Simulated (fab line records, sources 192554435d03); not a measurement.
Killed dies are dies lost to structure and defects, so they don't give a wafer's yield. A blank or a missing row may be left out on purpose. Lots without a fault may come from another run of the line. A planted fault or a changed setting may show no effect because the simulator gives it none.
fab line records | flow n5_finfet
record lots=12 wafers=36 last_day=17
route steps=1938 shown MIM_TOP@1836 MIM_TOP_LITHO@1847 MIM_BOT_ETCH@1868
lots that met no fault: from a run of the same line without faults
start_h: hours from the record's first day to the start of the lot's first wafer shown | wait_h: hours since the lot's step before | " the same as in the row above | L1.1+2: a row that stands for several wafers | - no value, or no start given | * or withheld: withheld | < > ~ a bound
route shown NAME@n: a module of which the file shows steps, and the number in the route of the first | usual: mean/standard deviation of fault-free wafers | same: alike in all rows | chamber/n: place in a boat | sites: the reading at each site | _std_site: their standard deviation | _edge_site: outer sites' mean less inner sites' | radius_mm: how far each site lies from the wafer's centre | mask NAME#n: copy n | behind: the tool/chamber that last shaped the wafer | hold: why the lot was held/for how many hours/how that ended | device: the transistor (n, p or np) that didn't switch | end of line: the same wafers' tests at the end of the route | a step without rows: its recipe alone | killed: dies lost to structure and defects at the first sort, not the wafer's yield | map: a wafer's dies, x killed, . not, _ none there
set.NAME: the setting as run; set.NAME@STEP: as run at that earlier step | model.NAME: the simulator's own value behind a step, which no gauge read
steps of the route over a sample of lots; a table a step, a row a wafer
services: from which hour (start_h, from the record's first day; less than 0 if before it) a tool's chamber was out of use, for how many hours, and why
## steps
# step N5_MIM_TOP_ALD_02
# recipe material=Al2O3 target_thk_a=* temp_c=withheld ald_precursor_family=TMA ald_co_reactant=O3 pulse_time_s=withheld purge_time_s=3 co_reactant_purge_time_s=withheld co_reactant_pulse_time_s=3 ald_cycles=withheld
# usual precursor_pulse_height_rel=0.999/0.019
# columns lot.wafer tool chamber start_h wait_h precursor_pulse_height_rel
L740.1 ald_hk-03 2 - - 0.989
L740.2 " 1 " " 1.026
L740.3 " 3 " " 1.016
L742.1 ald_hk-03 0 - - 1.012
L742.2 " 2 " " 0.999
L742.4 " 1 " " 0.988
L743.1 ald_hk-02 0 - - 1.022
L743.5 " 1 " " 0.999
L743.6 " 2 " " 1.020
L741.1 ald_hk-03 0 - - 1.017
L741.2 " 3 " " 1.013
L741.4 " 1 " " 0.985
L747.1 ald_hk-01 2 - - 0.993
L747.2 " 0 " " 1.037
L747.6 " 0 " " 1.022
L752.2 ald_hk-02 1 - - 1.028
L752.5 " 0 " " 1.007
L752.6 " 1 " " 1.017
L755.1 ald_hk-03 0 - - 1.006
L755.3 " 3 " " 1.015
L755.6 " 0 " " 1.022
L757.1 ald_hk-03 2 - - 0.983
L757.5 " 3 " " 0.996
L757.6 " 2 " " 1.014
L759.1 ald_hk-01 2 - - 1.013
L759.2 " 1 " " 1.002
L759.4 " 0 " " 1.021
L762.2 ald_hk-01 1 - - 0.953
L762.4 " 3 " " 0.965
L762.6 " 1 " " 0.997
L763.3 ald_hk-01 3 - - 0.972
L763.4 " 2 " " 0.984
L763.5 " 2 " " 1.006
L761.1 ald_hk-02 2 - - 1.001
L761.4 " 1 " " 0.977
L761.6 " 2 " " 0.983
# step N5_MIM_TOP_DEGAS_04
# recipe ambient=vacuum temp_c=300 time_s=60
# usual heater_power_w=483/59
# columns lot.wafer tool chamber start_h wait_h heater_power_w
L740.1 pvd_sputter-02 - 260.92 - 492
L740.2 " - " " 526
L740.3 " - " " 426
L742.1 pvd_sputter-01 - 272.74 - 416
L742.2 " - " " 486
L742.4 " - " " 540
L743.1 pvd_sputter-01 - 272.94 - 449
L743.5 " - " " 414
L743.6 " - " " 499
L741.1 pvd_sputter-03 - 278.31 - 500
L741.2 " - " " 624
L741.4 " - " " 444
L747.1 pvd_sputter-03 - 300.00 - 492
L747.2 " - " " 660
L747.6 " - " " 413
L752.2 pvd_sputter-02 - 326.85 - 497
L752.5 " - " " 494
L752.6 " - " " 427
L755.1 pvd_sputter-02 - 342.45 - 429
L755.3 " - " " 494
L755.6 " - " " 486
L757.1 pvd_sputter-02 - 368.07 - 518
L757.5 " - " " 535
L757.6 " - " " 488
L759.1 pvd_sputter-01 - 381.50 - 522
L759.2 " - " " 480
L759.4 " - " " 436
L762.2 pvd_sputter-01 - 389.31 - 467
L762.4 " - " " 414
L762.6 " - " " 534
L763.3 pvd_sputter-01 - 402.39 - 529
L763.4 " - " " 482
L763.5 " - " " 452
L761.1 pvd_sputter-02 - 402.43 - 437
L761.4 " - " " 481
L761.6 " - " " 488
# step N5_MIM_TOP_LITHO_CD_MEAS_08
# recipe target_cd_nm=2000 landing_energy_ev=500 detector=se_inlens
# usual cd_nm=1999.7/1.5
# columns lot.wafer tool chamber start_h wait_h cd_nm
L740.1 cd_sem-03 0 261.48 - 1998.1
L740.2 " 0 " " 1999.6
L740.3 " 0 " " 2001.1
L742.1 cd_sem-01 0 273.17 - 2001.1
L742.2 " 0 " " 1999.2
L742.4 " 0 " " 1999.1
L743.1 cd_sem-02 0 273.37 - 2000.2
L743.5 " 0 " " 2001.4
L743.6 " 0 " " 1999.0
L741.1 cd_sem-02 0 278.74 - 1998.6
L741.2 " 0 " " 2000.0
L741.4 " 0 " " 1999.2
L747.1 cd_sem-03 0 300.43 - 2000.2
L747.2 " 0 " " 2001.4
L747.6 " 0 " " 2000.3
L752.2 cd_sem-01 0 327.28 - 1998.9
L752.5 " 0 " " 1996.2
L752.6 " 0 " " 1997.8
L755.1 cd_sem-03 0 342.88 - 2001.4
L755.3 " 0 " " 1998.9
L755.6 " 0 " " 2001.4
L757.1 cd_sem-03 0 368.67 - 2001.3
L757.5 " 0 " " 1999.6
L757.6 " 0 " " 1999.3
L759.1 cd_sem-01 0 381.93 - 2000.2
L759.2 " 0 " " 2000.3
L759.4 " 0 " " 1999.2
L762.2 cd_sem-03 0 389.87 - 1998.8
L762.4 " 0 " " 1996.0
L762.6 " 0 " " 1996.9
L763.3 cd_sem-01 0 402.83 - 1999.4
L763.4 " 0 " " 2000.3
L763.5 " 0 " " 2001.3
L761.1 cd_sem-02 0 402.99 - 2001.6
L761.4 " 0 " " 1999.7
L761.6 " 0 " " 2000.4
# step N5_MIM_BOT_ETCH_ETCH_00
# recipe chemistry=Cl2/BCl3 target=TiN target_depth_a=455 ion_energy_ev=150 pressure_mtorr=10 icp_w=1000 bias_w=126 Cl2_flow_sccm=53.25 bcl3_flow_sccm=21.75 Ar_flow_sccm=25
# usual bias_w=125.9/0.39 drypump_motor_current_A=5.46/0.17 mfc_cl2_sccm=53.24/0.16 oes_product_au=0.79/0.089 throttle_valve_pct=21.97/0.21
# columns lot.wafer tool chamber start_h wait_h bias_w drypump_motor_current_A mfc_cl2_sccm oes_product_au rf_hours_counter_h throttle_valve_pct
L740.1 rie_metal-03 1 262.73 0.1 126.9 5.44 53.13 0.92 10 21.78
L740.2 " 0 " " 125.4 5.41 53.30 0.70 73 22.18
L740.3 " 1 " " 126.5 5.44 53.30 0.91 - 21.79
L742.1 rie_metal-03 1 274.44 0.1 125.5 5.43 53.38 0.90 10 21.80
L742.2 " 0 " " 125.8 5.38 53.37 0.70 73 22.18
L742.4 " 0 " " 126.3 5.36 53.34 0.70 - 22.19
L743.1 rie_metal-01 0 274.63 0.1 125.9 5.42 53.17 0.81 34 22.07
L743.5 " 0 " " 125.8 5.39 52.96 0.81 - 22.07
L743.6 " 1 " " 125.7 5.41 53.18 0.69 - 21.98
L741.1 rie_metal-01 0 280.18 0.1 126.4 5.42 53.49 0.81 34 22.06
L741.2 " 1 " " 126.0 5.43 53.15 0.69 85 21.98
L741.4 " 1 " " 125.4 5.42 53.46 0.69 - 21.99
L747.1 rie_metal-03 0 301.65 0.1 125.9 5.39 53.30 0.70 76 22.20
L747.2 " 1 " " 118.3 5.41 53.43 0.88 13 21.81
L747.6 " 1 " " 118.2 5.41 53.34 0.88 - 21.82
L752.2 rie_metal-03 1 328.62 0.1 117.4 5.43 53.19 0.88 16 21.82
L752.5 " 0 " " 126.4 5.34 53.07 0.69 - 22.21
L752.6 " 1 " " 117.3 5.44 52.98 0.86 - 21.83
L755.1 rie_metal-02 0 343.95 0.1 126.0 5.31 53.13 0.91 11 21.63
L755.3 " 0 " " 126.3 5.29 53.41 0.92 - 21.62
L755.6 " 0 " " 125.9 5.32 53.40 0.92 - 21.64
L757.1 rie_metal-02 1 369.91 0.1 125.2 5.80 53.30 0.78 45 22.16
L757.5 " 1 " " 125.2 5.82 53.26 0.78 - 22.16
L757.6 " 0 " " 125.7 5.24 53.46 0.91 - 21.62
L759.1 rie_metal-02 0 383.16 0.1 125.8 5.31 53.71 0.90 14 21.63
L759.2 " 1 " " 125.3 5.76 53.34 0.77 47 22.17
L759.4 " 1 " " 125.7 5.80 53.45 0.77 - 22.18
L762.2 rie_metal-02 1 391.23 0.1 125.4 5.76 53.33 0.77 47 22.15
L762.4 " 1 " " 126.0 5.79 53.27 0.79 - 22.15
L762.6 " 0 " " 127.1 5.32 53.29 0.90 - 21.62
L763.3 rie_metal-01 1 404.21 0.1 126.0 5.42 53.22 0.66 - 22.02
L763.4 " 0 " " 125.8 5.42 53.50 0.78 - 22.10
L763.5 " 0 " " 125.4 5.41 53.33 0.77 - 22.11
L761.1 rie_metal-02 0 404.33 0.1 125.6 5.30 53.36 0.89 16 21.63
L761.4 " 1 " " 125.7 5.80 53.09 0.77 - 22.16
L761.6 " 1 " " 125.6 5.79 53.18 0.77 - 22.16
## services
# columns tool chamber start_h hours kind
ald_hk-01 - 304.45 8.7 pm
rie_metal-02 - 312.15 1.4 pm
rie_metal-03 1 318.88 3.7 repair
pvd_sputter-02 - 346.69 2.1 repair
pvd_sputter-03 - 357.26 3.2 repair
pvd_sputter-03 - 361.68 0.8 repair
rie_metal-03 - 375.28 4.3 pm
ald_hk-03 - 376.69 0.6 repair
## key
first_sign step=N5_MIM_BOT_ETCH_ETCH_00 reading=bias_w direction=down sigmas=21 usual=* struck=*
effect none on later readings
met_at N5_MIM_BOT_ETCH_ETCH_00
struck_lots L747,L752
struck_wafers L747.2,L747.6,L752.2,L752.6
not_acting_at N5_MIM_TOP_ALD_02,N5_MIM_TOP_DEGAS_04,N5_MIM_TOP_LITHO_CD_MEAS_08
onset_between 274.44 301.65
fault kind=process_parameter_drift tool=rie_metal-03 chamber=1 onset_h=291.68 steps=N5_MIM_BOT_ETCH_ETCH_00 channel=bias_w offset=* shape=step end_h=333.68 acts_in=* stated=*
